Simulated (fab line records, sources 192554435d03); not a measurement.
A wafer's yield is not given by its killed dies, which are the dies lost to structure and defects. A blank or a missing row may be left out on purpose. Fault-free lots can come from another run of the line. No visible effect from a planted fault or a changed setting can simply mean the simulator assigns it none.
Chamber matching :: flow n5Finfet :: N5_FIN_CUT_STRIP_24 on rieDiel-04: 4 sister chambers
The step strips in CF4. 7 wafers are shown with their chamber, then 9 later ones without.

== EACH WAFER AND ITS CHAMBER ==
wafer: L081.5
chamber: 3
drypumpMotorCurrentA (A): 6.6
showerheadPlenumPTorr (Torr): 1.72

wafer: L082.3
chamber: 2
drypumpMotorCurrentA (A): 5.7
showerheadPlenumPTorr (Torr): 1.85

wafer: L082.4
chamber: 1
drypumpMotorCurrentA (A): 6.5
showerheadPlenumPTorr (Torr): 1.81

wafer: L082.5
chamber: 2
drypumpMotorCurrentA (A): 5.7
showerheadPlenumPTorr (Torr): 1.84

wafer: L091.2
chamber: 0
drypumpMotorCurrentA (A): 5.7
showerheadPlenumPTorr (Torr): 1.85

wafer: L091.3
chamber: 3
drypumpMotorCurrentA (A): 6.7
showerheadPlenumPTorr (Torr): 1.71

wafer: L091.6
chamber: 0
drypumpMotorCurrentA (A): 5.7
showerheadPlenumPTorr (Torr): 1.85

== WAFERS WHOSE CHAMBER IS MISSING ==
wafer: L093.3
drypumpMotorCurrentA (A): 5.7
showerheadPlenumPTorr (Torr): 1.85

wafer: L093.4
drypumpMotorCurrentA (A): 5.7
showerheadPlenumPTorr (Torr): 1.84

wafer: L093.6
drypumpMotorCurrentA (A): 5.7
showerheadPlenumPTorr (Torr): 1.85

wafer: L094.1
drypumpMotorCurrentA (A): 6.6
showerheadPlenumPTorr (Torr): 1.71

wafer: L094.5
drypumpMotorCurrentA (A): 6.5
showerheadPlenumPTorr (Torr): 1.80

wafer: L094.6
drypumpMotorCurrentA (A): 5.7
showerheadPlenumPTorr (Torr): 1.84

wafer: L097.3
drypumpMotorCurrentA (A): 5.7
showerheadPlenumPTorr (Torr): 1.85

wafer: L097.5
drypumpMotorCurrentA (A): 5.7
showerheadPlenumPTorr (Torr): 1.85

wafer: L097.6
drypumpMotorCurrentA (A): 6.6
showerheadPlenumPTorr (Torr): 1.71

== THE CHAMBER EACH PASSED THROUGH ==
wafer: L093.3
from the rows above: can't be placed: 0 or 2
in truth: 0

wafer: L093.4
from the rows above: can't be placed: 2 or 0
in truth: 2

wafer: L093.6
from the rows above: can't be placed: 0 or 2
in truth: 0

wafer: L094.1
from the rows above: 3
in truth: 3

wafer: L094.5
from the rows above: 1
in truth: 1

wafer: L094.6
from the rows above: can't be placed: 2 or 0
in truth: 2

wafer: L097.3
from the rows above: can't be placed: 0 or 2
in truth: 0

wafer: L097.5
from the rows above: can't be placed: 0 or 2
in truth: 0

wafer: L097.6
from the rows above: 3
in truth: 3
Correctly placed: 3 of 9. Can't be placed from these rows: 6 (the true chamber is among the candidates in 6). 0 placed wrongly.
How it was worked out, from the rows above alone: a wafer's distance from a chamber is the root of the sum, over the readings, of the square of ((its reading less the chamber's mean) divided by the reading's scatter). If the next closest chamber is less than 2 further off than the closest, the wafer can't be placed; otherwise it belongs to the closest. Each chamber's mean is taken over the wafers shown for it. How the scatter is found: for the shown wafers, subtract from each reading the mean of its chamber, square and add these, divide the total by (wafers less chambers), then take the root.
